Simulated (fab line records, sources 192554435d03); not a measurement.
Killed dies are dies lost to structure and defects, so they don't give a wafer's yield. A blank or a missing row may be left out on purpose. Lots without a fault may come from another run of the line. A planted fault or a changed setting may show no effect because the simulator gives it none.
fab line records | flow n5_finfet
record lots=7 wafers=21
route steps=1938 shown WELL_APT@21 PMOS_HMC_CHANNEL_EPI@62 FIN_SAQP@130 FIN_CUT@155
start_h: hours from the record's first day to the start of the lot's first wafer shown | wait_h: hours since the lot's step before | " the same as in the row above | L1.1+2: a row that stands for several wafers | - no value, or no start given | * or withheld: withheld | < > ~ a bound
route shown NAME@n: a module of which the file shows steps, and the number in the route of the first | usual: mean/standard deviation of fault-free wafers | same: alike in all rows | chamber/n: place in a boat | sites: the reading at each site | _std_site: their standard deviation | _edge_site: outer sites' mean less inner sites' | radius_mm: how far each site lies from the wafer's centre | mask NAME#n: copy n | behind: the tool/chamber that last shaped the wafer | hold: why the lot was held/for how many hours/how that ended | device: the transistor (n, p or np) that didn't switch | end of line: the same wafers' tests at the end of the route | a step without rows: its recipe alone | killed: dies lost to structure and defects at the first sort, not the wafer's yield | map: a wafer's dies, x killed, . not, _ none there
set.NAME: the setting as run; set.NAME@STEP: as run at that earlier step | model.NAME: the simulator's own value behind a step, which no gauge read
lots whose settings were changed on purpose; a table a step, a row a wafer
## steps
# step N5_WELL_APT_COAT_02
# recipe spin_rpm=1357 resist_thk_nm=950
# columns lot.wafer tool chamber start_h wait_h set.spin_rpm model.coat_of_WELL_APT_COAT_02.thk_nm
L074.3 litho_track-03 0 - - 1233 1000
L074.5 " 0 " " 1357 952.1
L074.6 " 0 " " 1233 999.5
L075.2 litho_track-02 0 - - 1275 979.2
L075.4 " 0 " " 1275 974.9
L075.6 " 0 " " 1357 948.1
L077.2 litho_track-05 0 - - 1306 967.9
L077.3 " 0 " " 1306 967.6
L077.4 " 0 " " 1357 948.2
L079.1 litho_track-03 0 - - 1357 949.6
L079.2 " 0 " " 1218 1005
L079.6 " 0 " " 1218 1002
L085.2 litho_track-03 0 - - 1357 947.3
L085.5 " 0 " " 1357 950.9
L085.6 " 0 " " 1357 948
L089.1 litho_track-03 0 - - 1261 987.2
L089.3 " 0 " " 1357 951.9
L089.6 " 0 " " 1357 957
L097.1 litho_track-05 0 - - 1357 951.2
L097.2 " 0 " " 1357 947.8
L097.4 " 0 " " 1357 949.3
# step N5_WELL_APT_PEB_06
# recipe peb_temp_c=130 peb_time_s=90
# columns lot.wafer tool chamber start_h wait_h set.peb_temp_c
L074.3+5+6 litho_track-05 0 13.72 0.0 130
L075.2+4 litho_track-05 0 19.84 0.0 130
L075.6 " 0 " " 127.3
L077.2+3 litho_track-03 0 31.66 0.0 131.8
L077.4 " 0 " " 130
L079.1+2 litho_track-03 0 43.50 0.1 130
L079.6 " 0 " " 133.1
L085.2+5+6 litho_track-03 0 80.16 0.0 130
L089.1+3+6 litho_track-05 0 103.71 0.1 130
L097.1+4 litho_track-03 0 152.00 0.1 130
L097.2 " 0 " " 133
# step N5_WELL_APT_DEVELOP_07
# recipe develop_time_s=45 rinse_liquid=surfactant_rinse dry=air_spin dev_temp_c=21
# step N5_WELL_APT_HARDBAKE_12
# recipe temp_c=130 time_s=120
# step N5_WELL_APT_CD_MEAS_08
# recipe target_cd_nm=200 landing_energy_ev=500 detector=se_inlens
# usual cd_nm=200.0/1.3
# columns lot.wafer tool chamber start_h wait_h set.peb_temp_c@WELL_APT_PEB_06 cd_nm
L074.3 cd_sem-03 0 13.84 - 130 195.6
L074.5 " 0 " " 130 198.4
L074.6 " 0 " " 130 196.9
L075.2 cd_sem-03 0 19.96 - 130 196.7
L075.4 " 0 " " 130 197.8
L075.6 " 0 " " 127.3 184.7
L077.2 cd_sem-02 0 31.77 - 131.8 208.4
L077.3 " 0 " " 131.8 209.1
L077.4 " 0 " " 130 202.0
L079.1 cd_sem-01 0 43.62 - 130 201.0
L079.2 " 0 " " 130 198.3
L079.6 " 0 " " 133.1 211.1
L085.2 cd_sem-03 0 80.27 - 130 201.7
L085.5 " 0 " " 130 202.2
L085.6 " 0 " " 130 200.3
L089.1 cd_sem-02 0 103.83 - 130 200.1
L089.3 " 0 " " 130 199.5
L089.6 " 0 " " 130 199.4
L097.1 cd_sem-03 0 152.11 - 130 199.7
L097.2 " 0 " " 133 213.0
L097.4 " 0 " " 130 200.8
# step N5_WELL_APT_DESCUM_13
# recipe chemistry=O2 time_s=7.9 source_power_w=50 bias_power_w=20 pressure_mtorr=20 rf_frequency_hz=2.712e+07 temp_c=40 o2_flow_sccm=225
# columns lot.wafer tool chamber start_h wait_h set.peb_temp_c@WELL_APT_PEB_06 model.WELL_APT.cd_nm
L074.3 rie_diel-04 2 14.31 0.4 130 195.6
L074.5 " 3 " " 130 198.5
L074.6 " 2 " " 130 196.7
L075.2 rie_diel-02 0 20.09 0.1 130 196.9
L075.4 " 0 " " 130 198.1
L075.6 " 1 " " 127.3 184.7
L077.2 rie_diel-02 0 31.86 0.0 131.8 208.2
L077.3 " 1 " " 131.8 209.2
L077.4 " 2 " " 130 202.1
L079.1 rie_diel-04 1 43.94 0.3 130 200.9
L079.2 " 0 " " 130 198.8
L079.6 " 0 " " 133.1 -
L085.2 rie_diel-04 0 80.36 0.0 130 201.6
L085.5 " 0 " " 130 201.9
L085.6 " 1 " " 130 200.8
L089.1 rie_diel-03 0 104.30 0.4 130 200.6
L089.3 " 3 " " 130 199.7
L089.6 " 0 " " 130 199.5
L097.1 rie_diel-02 1 152.20 0.0 130 199.9
L097.2 " 3 " " 133 212.8
L097.4 " 2 " " 130 201
# step N5_PMOS_HMC_CHANNEL_EPI_EXPOSE_06
# recipe mask_id=PMOS_HMC_BLK na=1.35 source_shape=conventional sigma_outer=0.8 polarization=unpolarized target_cd_nm=240 dose_mj=41
# columns lot.wafer tool chamber start_h wait_h mask set.dose_mj
L074.3 arfi_scanner-03 0 17.94 - PMOS_HMC_BLK#0 41
L074.5+6 " 0 " " PMOS_HMC_BLK#0 39.26
L075.2+6 arfi_scanner-01 0 23.54 - PMOS_HMC_BLK#0 41
L075.4 " 0 " " PMOS_HMC_BLK#0 43.39
L077.2+3+4 arfi_scanner-03 0 36.87 - PMOS_HMC_BLK#0 41
L079.1+2 arfi_scanner-01 0 47.67 - PMOS_HMC_BLK#0 41
L079.6 " 0 " " PMOS_HMC_BLK#0 39.43
L085.2+5+6 arfi_scanner-02 0 83.85 - PMOS_HMC_BLK#0 41
L089.1+3 arfi_scanner-03 0 107.53 - PMOS_HMC_BLK#0 41
L089.6 " 0 " " PMOS_HMC_BLK#0 40.16
L097.1+4 arfi_scanner-02 0 155.36 - PMOS_HMC_BLK#0 41
L097.2 " 0 " " PMOS_HMC_BLK#0 39.41
# step N5_PMOS_HMC_CHANNEL_EPI_DEVELOP_08
# recipe develop_time_s=30 developer=TMAH resist=CAR-ArF-block dev_temp_c=23 rinse_liquid=diw dry=air_spin
# columns lot.wafer tool chamber start_h wait_h set.develop_time_s
L074.3 litho_track-04 0 - - 34.85
L074.5+6 " 0 " " 30
L075.2 litho_track-04 0 - - 31.98
L075.4+6 " 0 " " 30
L077.2+4 litho_track-01 0 - - 36.67
L077.3 " 0 " " 30
L079.1+2+6 litho_track-05 0 - - 27.1
L085.2+5+6 litho_track-01 0 - - 30
L089.1+3+6 litho_track-04 0 - - 30
L097.1+4 litho_track-05 0 - - 30
L097.2 " 0 " " 25.04
# step N5_PMOS_HMC_CHANNEL_EPI_CD_MEAS_09
# recipe target_cd_nm=237.4 landing_energy_ev=500 detector=se_inlens
# usual cd_nm=237.3/0.97
# columns lot.wafer tool chamber start_h wait_h set.dose_mj@PMOS_HMC_CHANNEL_EPI_EXPOSE_06 cd_nm
L074.3 cd_sem-03 0 18.06 - 41 239.3
L074.5 " 0 " " 39.26 235.3
L074.6 " 0 " " 39.26 234.0
L075.2 cd_sem-02 0 23.66 - 41 239.2
L075.4 " 0 " " 43.39 241.6
L075.6 " 0 " " 41 237.8
L077.2 cd_sem-03 0 36.99 - 41 238.2
L077.3 " 0 " " 41 236.6
L077.4 " 0 " " 41 238.6
L079.1 cd_sem-01 0 47.79 - 41 238.4
L079.2 " 0 " " 41 237.0
L079.6 " 0 " " 39.43 235.1
L085.2 cd_sem-01 0 83.97 - 41 235.9
L085.5 " 0 " " 41 235.9
L085.6 " 0 " " 41 235.8
L089.1 cd_sem-01 0 107.65 - 41 239.1
L089.3 " 0 " " 41 238.3
L089.6 " 0 " " 40.16 236.5
L097.1 cd_sem-03 0 155.48 - 41 237.3
L097.2 " 0 " " 39.41 234.5
L097.4 " 0 " " 41 237.5
# step N5_PMOS_HMC_CHANNEL_EPI_DESCUM_14
# recipe chemistry=O2 time_s=7.9 source_power_w=50 bias_power_w=20 pressure_mtorr=20 rf_frequency_hz=2.712e+07 temp_c=40 resist=CAR-ArF-block o2_flow_sccm=225
# columns lot.wafer tool chamber start_h wait_h set.dose_mj@PMOS_HMC_CHANNEL_EPI_EXPOSE_06 model.PMOS_HMC_CHANNEL_EPI.cd_nm
L074.3 rie_diel-05 3 18.14 0.0 41 238.9
L074.5 " 1 " " 39.26 235.5
L074.6 " 0 " " 39.26 234.3
L075.2 rie_diel-06 2 23.77 0.1 41 239.1
L075.4 " 2 " " 43.39 241.6
L075.6 " 1 " " 41 237.7
L077.2 rie_diel-06 2 37.56 0.5 41 238.5
L077.3 " 0 " " 41 236.9
L077.4 " 2 " " 41 238.7
L079.1 rie_diel-01 3 48.09 0.2 41 238.3
L079.2 " 1 " " 41 236.8
L079.6 " 2 " " 39.43 235.4
L085.2 rie_diel-01 2 84.05 0.0 41 235.8
L085.5 " 2 " " 41 236
L085.6 " 3 " " 41 235.7
L089.1 rie_diel-05 2 107.74 0.0 41 239.1
L089.3 " 3 " " 41 238.4
L089.6 " 0 " " 40.16 236.6
L097.1+4 rie_diel-05 3,0 155.57 0.0 41 237.4
L097.2 " 1 " " 39.41 234.3
# step N5_PMOS_HMC_CHANNEL_EPI_ETCH_32
# recipe chemistry=N2/H2 target=BARC stop_on=SiO2 target_depth_a=858 over_etch_frac=0.3 time_s=50.3 ion_energy_ev=200 mask_material=CAR-ArF-block pressure_mtorr=30 source_w=840 bias_w=150 n2_flow_sccm=200 h2_flow_sccm=200
# columns lot.wafer tool chamber start_h wait_h set.dose_mj@PMOS_HMC_CHANNEL_EPI_EXPOSE_06 model.PMOS_HMC_CHANNEL_EPI.cd_nm
L074.3 rie_diel-05 3 18.18 0.0 41 241
L074.5 " 1 " " 39.26 237.9
L074.6 " 0 " " 39.26 236.3
L075.2 rie_diel-06 2 23.81 0.0 41 241.6
L075.4 " 2 " " 43.39 244
L075.6 " 1 " " 41 240.4
L077.2 rie_diel-06 2 37.60 0.0 41 241.3
L077.3 " 0 " " 41 240.1
L077.4 " 2 " " 41 241.1
L079.1 rie_diel-01 3 48.12 0.0 41 240.8
L079.2 " 1 " " 41 240.2
L079.6 " 2 " " 39.43 238
L085.2 rie_diel-01 2 84.09 0.0 41 237.6
L085.5 " 2 " " 41 237.8
L085.6 " 3 " " 41 238.3
L089.1 rie_diel-05 2 107.77 0.0 41 241.9
L089.3 " 3 " " 41 240.8
L089.6 " 0 " " 40.16 238.7
L097.1 rie_diel-05 3 155.60 0.0 41 239.3
L097.2 " 1 " " 39.41 237.5
L097.4 " 0 " " 41 240.5
# step N5_PMOS_HMC_CHANNEL_EPI_HM_OPEN_15
# recipe chemistry=CHF3/O2 target=SiO2 mask_material=CAR-ArF-block target_depth_a=406 CHF3_flow_sccm=50 O2_flow_sccm=5 Ar_flow_sccm=200 time_s=20.3 pressure_mtorr=30 source_w=650 bias_w=170 ion_energy_ev=200
# columns lot.wafer tool chamber start_h wait_h set.dose_mj@PMOS_HMC_CHANNEL_EPI_EXPOSE_06 model.PMOS_HMC_CHANNEL_EPI.cd_nm
L074.3 rie_diel-05 3 18.22 0.0 41 241.1
L074.5 " 1 " " 39.26 237.9
L074.6 " 0 " " 39.26 236.3
L075.2 rie_diel-06 2 23.85 0.0 41 241.6
L075.4 " 2 " " 43.39 244.1
L075.6 " 1 " " 41 240.4
L077.2 rie_diel-06 2 37.64 0.0 41 241.3
L077.3 " 0 " " 41 240.1
L077.4 " 2 " " 41 241.2
L079.1 rie_diel-01 3 48.16 0.0 41 240.8
L079.2 " 1 " " 41 240.1
L079.6 " 2 " " 39.43 238
L085.2 rie_diel-01 2 84.13 0.0 41 237.7
L085.5 " 2 " " 41 237.8
L085.6 " 3 " " 41 238.3
L089.1 rie_diel-05 2 107.81 0.0 41 241.8
L089.3 " 3 " " 41 240.8
L089.6 " 0 " " 40.16 238.6
L097.1 rie_diel-05 3 155.64 0.0 41 239.3
L097.2 " 1 " " 39.41 237.4
L097.4 " 0 " " 41 240.4
# step N5_FIN_SAQP_ETCH_65
# recipe chemistry=CF4 target=SiO2 target_depth_a=40 ion_energy_ev=350 time_s=4.4 pressure_mtorr=10 icp_w=800 bias_w=400 cf4_flow_sccm=80
# columns lot.wafer tool chamber start_h wait_h set.time_s model.etch.depth_nm
L074.3 rie_si-01 3 25.00 0.1 4.4 3.964
L074.5 " 2 " " 4.4 4.017
L074.6 " 3 " " 4.4 3.961
L075.2 rie_si-05 3 30.54 0.1 4.4 4.043
L075.4 " 0 " " 3.905 3.549
L075.6 " 0 " " 3.905 3.555
L077.2 rie_si-01 2 44.35 0.1 5.183 4.649
L077.3 " 1 " " 4.4 4.017
L077.4 " 3 " " 5.183 4.634
L079.1 rie_si-05 2 54.47 0.1 4.4 3.987
L079.2 " 0 " " 3.49 3.156
L079.6 " 2 " " 4.4 4.039
L085.2 rie_si-03 0 92.67 0.1 4.4 4.031
L085.5 " 3 " " 4.4 3.951
L085.6 " 0 " " 4.4 4.042
L089.1 rie_si-03 3 115.98 0.1 3.753 3.357
L089.3 " 0 " " 3.753 3.414
L089.6 " 3 " " 4.4 3.955
L097.1 rie_si-03 0 161.95 0.1 4.732 4.292
L097.2 " 2 " " 4.732 4.232
L097.4 " 1 " " 4.4 3.941
# step N5_FIN_CUT_COAT_19
# recipe resist=SiARC temp_c=220 time_s=60 spin_rpm=1500 resist_thk_nm=20
# columns lot.wafer tool chamber start_h wait_h set.spin_rpm model.SiARC_of_FIN_CUT_COAT_19.thk_nm
L074.3+6 litho_track-05 0 - - 1500 20
L074.5 " 0 " " 1342 21
L075.2+6 litho_track-04 0 - - 1363 21.2
L075.4 " 0 " " 1500 20.2
L077.2+4 litho_track-05 0 - - 1442 20.4
L077.3 " 0 " " 1500 20
L079.1+6 litho_track-02 0 - - 1500 20
L079.2 " 0 " " 1652 19
L085.2+5+6 litho_track-05 0 - - 1500 20
L089.1+3+6 litho_track-05 0 - - 1500 20
L097.1+2 litho_track-05 0 - - 1500 20
L097.4 " 0 " " 1404 20.6
## key
split step=N5_WELL_APT_COAT_02 setting=spin_rpm stated=1357 by=wafer
response step=N5_WELL_APT_COAT_02 reading=model.coat_of_WELL_APT_COAT_02.thk_nm change=-5.07 per=1% r=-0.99
split step=N5_WELL_APT_PEB_06 setting=peb_temp_c stated=130 by=wafer
response step=N5_WELL_APT_CD_MEAS_08 reading=cd_nm change=+5.34 per=1% r=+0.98
response step=N5_WELL_APT_DESCUM_13 reading=model.WELL_APT.cd_nm change=+5.56 per=1% r=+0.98
split step=N5_PMOS_HMC_CHANNEL_EPI_EXPOSE_06 setting=dose_mj stated=41 by=wafer
response step=N5_PMOS_HMC_CHANNEL_EPI_CD_MEAS_09 reading=cd_nm change=+0.741 per=1% r=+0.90
response step=N5_PMOS_HMC_CHANNEL_EPI_DESCUM_14 reading=model.PMOS_HMC_CHANNEL_EPI.cd_nm change=+0.699 per=1% r=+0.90
response step=N5_PMOS_HMC_CHANNEL_EPI_ETCH_32 reading=model.PMOS_HMC_CHANNEL_EPI.cd_nm change=+0.681 per=1% r=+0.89
response step=N5_PMOS_HMC_CHANNEL_EPI_HM_OPEN_15 reading=model.PMOS_HMC_CHANNEL_EPI.cd_nm change=+0.689 per=1% r=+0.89
split step=N5_PMOS_HMC_CHANNEL_EPI_DEVELOP_08 setting=develop_time_s stated=30 by=wafer
response none clear
split step=N5_FIN_SAQP_ETCH_65 setting=time_s stated=4.4 by=wafer
response step=N5_FIN_SAQP_ETCH_65 reading=model.etch.depth_nm change=+0.0395 per=1% r=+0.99
split step=N5_FIN_CUT_COAT_19 setting=spin_rpm stated=1500 by=wafer
response step=N5_FIN_CUT_COAT_19 reading=model.SiARC_of_FIN_CUT_COAT_19.thk_nm change=-0.0997 per=1% r=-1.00
